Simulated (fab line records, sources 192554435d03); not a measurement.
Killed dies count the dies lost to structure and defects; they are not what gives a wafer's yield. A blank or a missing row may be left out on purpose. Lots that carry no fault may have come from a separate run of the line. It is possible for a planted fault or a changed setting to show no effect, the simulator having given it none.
Which tool did it? / flow n5Finfet / Sampling: 9 lots, 27 wafers, 8 of 1938 route steps

WHAT EACH GAUGE READ, for each wafer
N5_ZERO_LAYER_INSPECT_20: inspects for defects (darkfield). Usual: rawDefectCount reads 34 (standard deviation 15).
lot=L709; measured=day 3 19:16; on=defectInspect-02; rawDefectCount=46 34 32; flag=
lot=L713; measured=day 4 19:29; on=defectInspect-02; rawDefectCount=30 20 32; flag=
lot=L714; measured=day 5 01:56; on=defectInspect-02; rawDefectCount=72 35 58; flag=
lot=L715; measured=day 5 07:26; on=defectInspect-02; rawDefectCount=39 18 25; flag=
lot=L717; measured=day 5 19:20; on=defectInspect-01; rawDefectCount=16 33 25; flag=
lot=L718; measured=day 6 01:40; on=defectInspect-02; rawDefectCount=948 972 979; flag=OFF
lot=L720; measured=day 6 13:25; on=defectInspect-01; rawDefectCount=929 985 942; flag=OFF
lot=L722; measured=day 7 01:23; on=defectInspect-02; rawDefectCount=1000 961 987; flag=OFF
lot=L723; measured=day 7 07:17; on=defectInspect-02; rawDefectCount=54 46 57; flag=

N5_WELL_APT_OVL_MEAS_09. Usual: NWELL_OVL typically reads 2 nm, with standard deviation 6.4.
lot=L709; measured=day 3 19:35; on=overlay-02; NWELL_OVL (nm)=10 8 7; flag=
lot=L713; measured=day 4 19:56; on=overlay-01; NWELL_OVL (nm)=-4 1 -7; flag=
lot=L714; measured=day 5 02:23; on=overlay-02; NWELL_OVL (nm)=6 9 6; flag=
lot=L715; measured=day 5 07:53; on=overlay-01; NWELL_OVL (nm)=-3 5 -7; flag=
lot=L717; measured=day 5 19:40; on=overlay-02; NWELL_OVL (nm)=8 5 8; flag=
lot=L718; measured=day 6 02:00; on=overlay-02; NWELL_OVL (nm)=-11 2 -5; flag=
lot=L720; measured=day 6 13:53; on=overlay-02; NWELL_OVL (nm)=7 5 -1; flag=
lot=L722; measured=day 7 01:43; on=overlay-02; NWELL_OVL (nm)=4 7 9; flag=
lot=L723; measured=day 7 07:58; on=overlay-02; NWELL_OVL (nm)=6 5 10; flag=

N5_WELL_APT_INSPECT_10: inspects for defects (macro). Usual: rawDefectCount reads 2.0 (standard deviation 1.5).
lot=L709; measured=day 3 19:37; on=defectInspect-02; rawDefectCount=3 2 0; flag=
lot=L713; measured=day 4 19:58; on=defectInspect-02; rawDefectCount=3 1 1; flag=
lot=L714; measured=day 5 02:25; on=defectInspect-02; rawDefectCount=3 1 1; flag=
lot=L715; measured=day 5 07:55; on=defectInspect-02; rawDefectCount=1 1 2; flag=
lot=L717; measured=day 5 19:41; on=defectInspect-01; rawDefectCount=2 5 3; flag=
lot=L718; measured=day 6 02:02; on=defectInspect-01; rawDefectCount=>300 >300 >300; flag=OFF
lot=L720; measured=day 6 13:55; on=defectInspect-01; rawDefectCount=>300 >300 >300; flag=OFF
lot=L722; measured=day 7 01:45; on=defectInspect-02; rawDefectCount=>300 >300 >300; flag=OFF
lot=L723; measured=day 7 07:59; on=defectInspect-02; rawDefectCount=3 1 2; flag=

N5_WELL_APT_INSPECT_38: inspects for defects (darkfield). Usual: rawDefectCount reads 13 (standard deviation 5.1).
lot=L709; measured=day 3 22:55; on=defectInspect-01; rawDefectCount=13 17 14; flag=
lot=L713; measured=day 4 23:48; on=defectInspect-02; rawDefectCount=6 7 9; flag=
lot=L714; measured=day 5 05:20; on=defectInspect-02; rawDefectCount=9 7 9; flag=
lot=L715; measured=day 5 11:31; on=defectInspect-01; rawDefectCount=21 10 11; flag=
lot=L717; measured=day 5 23:26; on=defectInspect-01; rawDefectCount=25 25 22; flag=
lot=L718; measured=day 6 07:43; on=defectInspect-01; rawDefectCount=927 960 954; flag=OFF
lot=L720; measured=day 6 17:40; on=defectInspect-01; rawDefectCount=918 959 937; flag=OFF
lot=L722; measured=day 7 04:55; on=defectInspect-02; rawDefectCount=956 917 947; flag=OFF
lot=L723; measured=day 7 11:13; on=defectInspect-02; rawDefectCount=11 6 13; flag=

N5_PMOS_HMC_CHANNEL_EPI_CD_MEAS_09: target cd 237.4 nm. Usual: cdNm reads 237.6 nm (standard deviation 0.96).
lot=L709; measured=day 3 23:21; on=cdSem-03; cdNm (nm)=237.5 237.8 238.1; flag=
lot=L713; measured=day 5 00:14; on=cdSem-03; cdNm (nm)=234.8 235.4 235.7; flag=
lot=L714; measured=day 5 05:46; on=cdSem-02; cdNm (nm)=237.2 236.3 237.8; flag=
lot=L715; measured=day 5 11:58; on=cdSem-02; cdNm (nm)=237.4 237.1 236.2; flag=
lot=L717; measured=day 5 23:52; on=cdSem-02; cdNm (nm)=238.0 239.1 237.5; flag=
lot=L718; measured=day 6 08:09; on=cdSem-02; cdNm (nm)=237.8 237.3 236.5; flag=
lot=L720; measured=day 6 18:06; on=cdSem-02; cdNm (nm)=238.0 237.9 236.7; flag=
lot=L722; measured=day 7 05:22; on=cdSem-02; cdNm (nm)=237.0 237.1 238.2; flag=
lot=L723; measured=day 7 11:32; on=cdSem-03; cdNm (nm)=237.6 237.9 238.1; flag=

N5_BEOL_M4_RC_MEAS_101. Usual: DIBL_N 36.4 mV/V, standard deviation 1.5; DIBL_P 36.6 mV/V, standard deviation 1.9; IOFF_N 0.155 nA/um, standard deviation 0.021; IOFF_P 0.211 nA/um, standard deviation 0.028; ION_N 671 uA/um, standard deviation 8.6; ION_P 462 uA/um, standard deviation 5.8; SS_N 71.5 mV/dec, standard deviation 0.5; SS_P 73.4 mV/dec, standard deviation 0.58; VT_N 250.1 mV, standard deviation 2.4; VT_P -250.1 mV, standard deviation 3.
lot=L709; measured=day 10 08:18; on=prober-02; DIBL_N (mV/V)=37.3 36.9 38.4; DIBL_P (mV/V)=36.8 34.5 37.2; IOFF_N (nA/um)=0.157 0.142 0.170; IOFF_P (nA/um)=0.208 0.175 0.222; ION_N (uA/um)=676 670 679; ION_P (uA/um)=460 454 466; SS_N (mV/dec)=71.5 71.5 71.0; SS_P (mV/dec)=73.1 72.3 73.1; VT_N (mV)=250.6 249.8 250.6; VT_P (mV)=-246.9 -251.8 -248.8; flag=
lot=L713; measured=day 11 04:31; on=prober-01; DIBL_N (mV/V)=36.8 36.4 37.2; DIBL_P (mV/V)=35.7 34.3 35.9; IOFF_N (nA/um)=0.153 0.132 0.162; IOFF_P (nA/um)=0.200 0.178 0.203; ION_N (uA/um)=669 669 672; ION_P (uA/um)=461 457 461; SS_N (mV/dec)=71.3 71.5 72.4; SS_P (mV/dec)=73.3 72.7 72.8; VT_N (mV)=250.2 254.0 247.5; VT_P (mV)=-250.9 -251.9 -250.6; flag=
lot=L714; measured=day 11 04:29; on=prober-02; DIBL_N (mV/V)=36.9 36.0 34.8; DIBL_P (mV/V)=36.7 35.0 33.6; IOFF_N (nA/um)=0.175 0.158 0.136; IOFF_P (nA/um)=0.236 0.202 0.183; ION_N (uA/um)=675 670 655; ION_P (uA/um)=459 460 455; SS_N (mV/dec)=70.7 71.4 71.3; SS_P (mV/dec)=73.8 73.5 72.8; VT_N (mV)=246.6 248.5 252.5; VT_P (mV)=-248.5 -249.7 -252.3; flag=
lot=L715; measured=day 11 13:08; on=prober-02; DIBL_N (mV/V)=36.7 37.1 37.5; DIBL_P (mV/V)=36.3 36.5 38.4; IOFF_N (nA/um)=0.153 0.157 0.169; IOFF_P (nA/um)=0.211 0.212 0.252; ION_N (uA/um)=667 678 690; ION_P (uA/um)=461 467 474; SS_N (mV/dec)=71.8 71.4 71.5; SS_P (mV/dec)=73.5 73.0 74.4; VT_N (mV)=250.2 248.7 245.7; VT_P (mV)=-251.3 -250.3 -248.6; flag=
lot=L717; measured=day 12 04:40; on=prober-01; DIBL_N (mV/V)=37.4 37.3 37.6; DIBL_P (mV/V)=37.4 37.3 37.9; IOFF_N (nA/um)=0.165 0.157 0.167; IOFF_P (nA/um)=0.216 0.215 0.225; ION_N (uA/um)=673 661 669; ION_P (uA/um)=456 459 466; SS_N (mV/dec)=72.4 72.3 71.7; SS_P (mV/dec)=73.7 73.1 73.4; VT_N (mV)=249.8 250.2 250.1; VT_P (mV)=-250.1 -250.8 -247.8; flag=
lot=L718; measured=day 12 13:58; on=prober-02; DIBL_N (mV/V)=36.0 34.9 35.9; DIBL_P (mV/V)=38.0 37.0 38.0; IOFF_N (nA/um)=0.171 0.152 0.169; IOFF_P (nA/um)=0.222 0.204 0.232; ION_N (uA/um)=670 670 677; ION_P (uA/um)=463 466 467; SS_N (mV/dec)=71.5 71.0 71.0; SS_P (mV/dec)=73.3 72.7 73.0; VT_N (mV)=250.0 250.4 249.7; VT_P (mV)=-248.7 -249.4 -247.9; flag=
lot=L720; measured=day 12 20:07; on=prober-01; DIBL_N (mV/V)=36.3 37.1 36.7; DIBL_P (mV/V)=36.7 38.9 37.9; IOFF_N (nA/um)=0.151 0.177 0.158; IOFF_P (nA/um)=0.195 0.230 0.207; ION_N (uA/um)=665 673 665; ION_P (uA/um)=456 466 453; SS_N (mV/dec)=71.5 71.9 72.0; SS_P (mV/dec)=73.4 74.6 74.0; VT_N (mV)=249.9 247.2 250.0; VT_P (mV)=-251.6 -249.3 -247.9; flag=
lot=L722; measured=day 13 09:25; on=prober-01; DIBL_N (mV/V)=32.6 34.9 34.2; DIBL_P (mV/V)=33.7 35.5 34.8; IOFF_N (nA/um)=0.128 0.152 0.143; IOFF_P (nA/um)=0.168 0.209 0.188; ION_N (uA/um)=670 677 679; ION_P (uA/um)=469 471 467; SS_N (mV/dec)=71.4 71.3 71.7; SS_P (mV/dec)=72.8 73.7 73.1; VT_N (mV)=252.5 249.9 251.6; VT_P (mV)=-250.6 -246.6 -253.1; flag=
lot=L723; measured=day 13 20:34; on=prober-02; DIBL_N (mV/V)=37.5 36.8 38.2; DIBL_P (mV/V)=37.3 37.3 38.1; IOFF_N (nA/um)=0.160 0.155 0.175; IOFF_P (nA/um)=0.168 0.173 0.183; ION_N (uA/um)=675 675 691; ION_P (uA/um)=452 458 461; SS_N (mV/dec)=72.1 70.9 71.8; SS_P (mV/dec)=73.6 73.6 73.1; VT_N (mV)=248.8 248.2 247.3; VT_P (mV)=-257.4 -256.5 -256.1; flag=

WHICH TOOL RAN EACH LOT (tool, then ch and the chambers of the sampled wafers, then the start)
lot=L709; N5_ZERO_LAYER_STRIP_24=plasmaAsher-02 ch 0,1, day 3 18:53; N5_WELL_APT_DESCUM_30=rieDiel-04 ch 1,2, day 3 21:00
lot=L713; N5_ZERO_LAYER_STRIP_24=plasmaAsher-02 ch 0,1, day 4 18:56; N5_WELL_APT_DESCUM_30=rieDiel-06 ch 1,2,3, day 4 21:19
lot=L714; N5_ZERO_LAYER_STRIP_24=plasmaAsher-01 ch 0,1, day 5 01:34; N5_WELL_APT_DESCUM_30=rieDiel-06 ch 0,1,2, day 5 03:35
lot=L715; N5_ZERO_LAYER_STRIP_24=plasmaAsher-02 ch 0,1, day 5 07:03; N5_WELL_APT_DESCUM_30=rieDiel-06 ch 1,3, day 5 09:16
lot=L717; N5_ZERO_LAYER_STRIP_24=plasmaAsher-01 ch 0,1, day 5 18:58; N5_WELL_APT_DESCUM_30=rieDiel-01 ch 0,2,3, day 5 21:19
lot=L718; N5_ZERO_LAYER_STRIP_24=plasmaAsher-01 ch 0,1, day 6 01:19; N5_WELL_APT_DESCUM_30=rieDiel-04 ch 0,1,3, day 6 03:44
lot=L720; N5_ZERO_LAYER_STRIP_24=plasmaAsher-01 ch 0,1, day 6 13:02; N5_WELL_APT_DESCUM_30=rieDiel-01 ch 1,2,3, day 6 15:21
lot=L722; N5_ZERO_LAYER_STRIP_24=plasmaAsher-01 ch 0,1, day 7 01:02; N5_WELL_APT_DESCUM_30=rieDiel-04 ch 1,3, day 7 03:11
lot=L723; N5_ZERO_LAYER_STRIP_24=plasmaAsher-02 ch 0,1, day 7 06:55; N5_WELL_APT_DESCUM_30=rieDiel-06 ch 0,1,3, day 7 09:20
- N5_ZERO_LAYER_STRIP_24: strips in O2.
- N5_WELL_APT_DESCUM_30: chemistry O2, time 7.9 s.

WHAT THE TOOLS THEMSELVES READ (means of the sampled wafers that have a number; where no wafer has one, the mark that the record gives instead)
N5_ZERO_LAYER_STRIP_24. Usual: drypumpMotorCurrentA 5.6 A, standard deviation 0.6; heaterPowerW 324 W, standard deviation 19; oesProductAu 0.647 a.u., standard deviation 0.0047; stripTimeToEndpointS 43.88 s, standard deviation 0.092.
lot=L709; tool=plasmaAsher-02; drypumpMotorCurrentA (A)=5.8; heaterPowerW (W)=340; oesProductAu (a.u.)=0.644; stripTimeToEndpointS (s)=43.90; flag=
lot=L713; tool=plasmaAsher-02; drypumpMotorCurrentA (A)=6.1; heaterPowerW (W)=322; oesProductAu (a.u.)=0.647; stripTimeToEndpointS (s)=43.91; flag=
lot=L714; tool=plasmaAsher-01; drypumpMotorCurrentA (A)=5.0; heaterPowerW (W)=325; oesProductAu (a.u.)=0.648; stripTimeToEndpointS (s)=44.08; flag=
lot=L715; tool=plasmaAsher-02; drypumpMotorCurrentA (A)=5.8; heaterPowerW (W)=331; oesProductAu (a.u.)=0.647; stripTimeToEndpointS (s)=43.95; flag=
lot=L717; tool=plasmaAsher-01; drypumpMotorCurrentA (A)=5.0; heaterPowerW (W)=318; oesProductAu (a.u.)=0.650; stripTimeToEndpointS (s)=43.92; flag=
lot=L718; tool=plasmaAsher-01; drypumpMotorCurrentA (A)=5.0; heaterPowerW (W)=317; oesProductAu (a.u.)=0.650; stripTimeToEndpointS (s)=43.94; flag=
lot=L720; tool=plasmaAsher-01; drypumpMotorCurrentA (A)=5.0; heaterPowerW (W)=318; oesProductAu (a.u.)=0.647; stripTimeToEndpointS (s)=43.90; flag=
lot=L722; tool=plasmaAsher-01; drypumpMotorCurrentA (A)=5.4; heaterPowerW (W)=323; oesProductAu (a.u.)=0.644; stripTimeToEndpointS (s)=43.97; flag=
lot=L723; tool=plasmaAsher-02; drypumpMotorCurrentA (A)=5.8; heaterPowerW (W)=335; oesProductAu (a.u.)=0.648; stripTimeToEndpointS (s)=43.93; flag=

N5_WELL_APT_DESCUM_30. Usual: drypumpMotorCurrentA 5.6 A, standard deviation 0.48; oesProductAu 0.74 a.u., standard deviation 0.067; rfVppV 243.1 V, standard deviation 1.1; showerheadPlenumPTorr 2.09 Torr, standard deviation 0.065; throttleValvePct 20.48 %, standard deviation 0.26.
lot=L709; tool=rieDiel-04; drypumpMotorCurrentA (A)=5.9; oesProductAu (a.u.)=0.72; rfVppV (V)=242.4; showerheadPlenumPTorr (Torr)=2.05; throttleValvePct (%)=20.44; flag=
lot=L713; tool=rieDiel-06; drypumpMotorCurrentA (A)=5.8; oesProductAu (a.u.)=0.73; rfVppV (V)=244.0; showerheadPlenumPTorr (Torr)=2.10; throttleValvePct (%)=20.50; flag=
lot=L714; tool=rieDiel-06; drypumpMotorCurrentA (A)=5.4; oesProductAu (a.u.)=0.73; rfVppV (V)=243.6; showerheadPlenumPTorr (Torr)=2.10; throttleValvePct (%)=20.50; flag=
lot=L715; tool=rieDiel-06; drypumpMotorCurrentA (A)=5.8; oesProductAu (a.u.)=0.73; rfVppV (V)=242.7; showerheadPlenumPTorr (Torr)=2.10; throttleValvePct (%)=20.44; flag=
lot=L717; tool=rieDiel-01; drypumpMotorCurrentA (A)=5.5; oesProductAu (a.u.)=0.80; rfVppV (V)=244.3; showerheadPlenumPTorr (Torr)=2.13; throttleValvePct (%)=20.50; flag=
lot=L718; tool=rieDiel-04; drypumpMotorCurrentA (A)=5.6; oesProductAu (a.u.)=0.72; rfVppV (V)=242.2; showerheadPlenumPTorr (Torr)=2.05; throttleValvePct (%)=20.44; flag=
lot=L720; tool=rieDiel-01; drypumpMotorCurrentA (A)=5.4; oesProductAu (a.u.)=0.88; rfVppV (V)=243.1; showerheadPlenumPTorr (Torr)=2.10; throttleValvePct (%)=20.21; flag=
lot=L722; tool=rieDiel-04; drypumpMotorCurrentA (A)=5.6; oesProductAu (a.u.)=0.74; rfVppV (V)=242.9; showerheadPlenumPTorr (Torr)=2.02; throttleValvePct (%)=20.23; flag=
lot=L723; tool=rieDiel-06; drypumpMotorCurrentA (A)=5.9; oesProductAu (a.u.)=0.74; rfVppV (V)=244.0; showerheadPlenumPTorr (Torr)=2.14; throttleValvePct (%)=20.50; flag=

THE ANSWER, worked out from the rows above alone
Rule: lot off if the mean of its wafers having a number is beyond 3 standard deviations from the usual mean. Also off: a lot with no number at a reading for which 4 or more lots have one. Where the step has rows for the other lots, those lots are counted as sound. The gauges are gone through in route order, then the tools' own readings, and for those a lot's mean is taken as printed above. At the first step where some lot is off, the reading lying furthest off is the one used; lots without a number count as furthest.
Off, at N5_ZERO_LAYER_INSPECT_20 on rawDefectCount: L718, L720, L722.
If a tool, at a process step before that reading, ran all the lots that are off and no sound lot after the first of them, it fits. Gauges at N5_ZERO_LAYER_INSPECT_20: tried the same way as those tools. One fits: plasmaAsher-01 at N5_ZERO_LAYER_STRIP_24. A fault onset in the window from L717 (day 5 18:58, its last sound lot) to L718 (day 6 01:19, its first lot off) fits.

WHAT THE SIMULATOR HAD INSERTED
Chamber particle source: plasmaAsher-01, from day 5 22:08 on, at N5_ZERO_LAYER_STRIP_24. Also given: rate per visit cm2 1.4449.
Struck lots among those shown: L718, L720, L722. The same result came from the rule above.
